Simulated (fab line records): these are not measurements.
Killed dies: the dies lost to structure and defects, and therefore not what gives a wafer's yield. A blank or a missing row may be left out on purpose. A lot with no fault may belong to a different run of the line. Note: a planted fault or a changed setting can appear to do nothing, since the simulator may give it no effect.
Chamber matching + flow n5Finfet + N5_BEOL_M2_PRE_CLEAN_60 on cvdCo-01 has 3 sister chambers
The step time 15 s. 6 wafers are shown with their chamber, then 8 later ones without.

EACH WAFER AND ITS CHAMBER
| wafer  | chamber | heaterPowerW (W) | rfFwdPowerW (W) |
|--------|---------|------------------|-----------------|
| L513.6 | 1       | 91               | 298.5           |
| L520.6 | 0       | 100              | 297.2           |
| L521.1 | 2       | 92               | 297.7           |
| L521.4 | 2       | 92               | 296.9           |
| L524.5 | 1       | 93               | 296.8           |
| L524.6 | 0       | 98               | 295.7           |

WAFERS WITH NO CHAMBER GIVEN
| wafer  | heaterPowerW (W) | rfFwdPowerW (W) |
|--------|------------------|-----------------|
| L530.2 | 94               | 297.2           |
| L530.3 | 96               | 294.5           |
| L530.5 | 98               | 294.9           |
| L531.4 | 100              | 296.0           |
| L531.5 | 93               | 297.1           |
| L531.6 | 92               | 296.8           |
| L533.2 | 91               | 296.9           |
| L533.5 | 95               | 296.8           |

CHAMBER TAKEN BY EACH
| wafer  | from the rows above          | in truth |
|--------|------------------------------|----------|
| L530.2 | can't be placed: 2 or 1      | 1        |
| L530.3 | can't be placed: 0 or 2 or 1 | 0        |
| L530.5 | 0                            | 0        |
| L531.4 | 0                            | 0        |
| L531.5 | can't be placed: 2 or 1      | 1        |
| L531.6 | can't be placed: 2 or 1      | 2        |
| L533.2 | can't be placed: 2 or 1      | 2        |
| L533.5 | can't be placed: 2 or 1 or 0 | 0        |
Correct placement for 2 of the 8. Cannot be placed on the basis of these rows: 6; the candidates contain the true chamber in 6. Number placed wrongly: 0.
How it was worked out, from the rows above alone: a wafer's distance from a chamber is the root of the sum, over the readings, of the square of ((its reading less the chamber's mean) divided by the reading's scatter). If the next closest chamber is less than 2 further off than the closest, the wafer can't be placed; otherwise it belongs to the closest. The mean given for a chamber averages the wafers shown for that chamber. How the scatter is found: for the shown wafers, subtract from each reading the mean of its chamber, square and add these, divide the total by (wafers less chambers), then take the root.
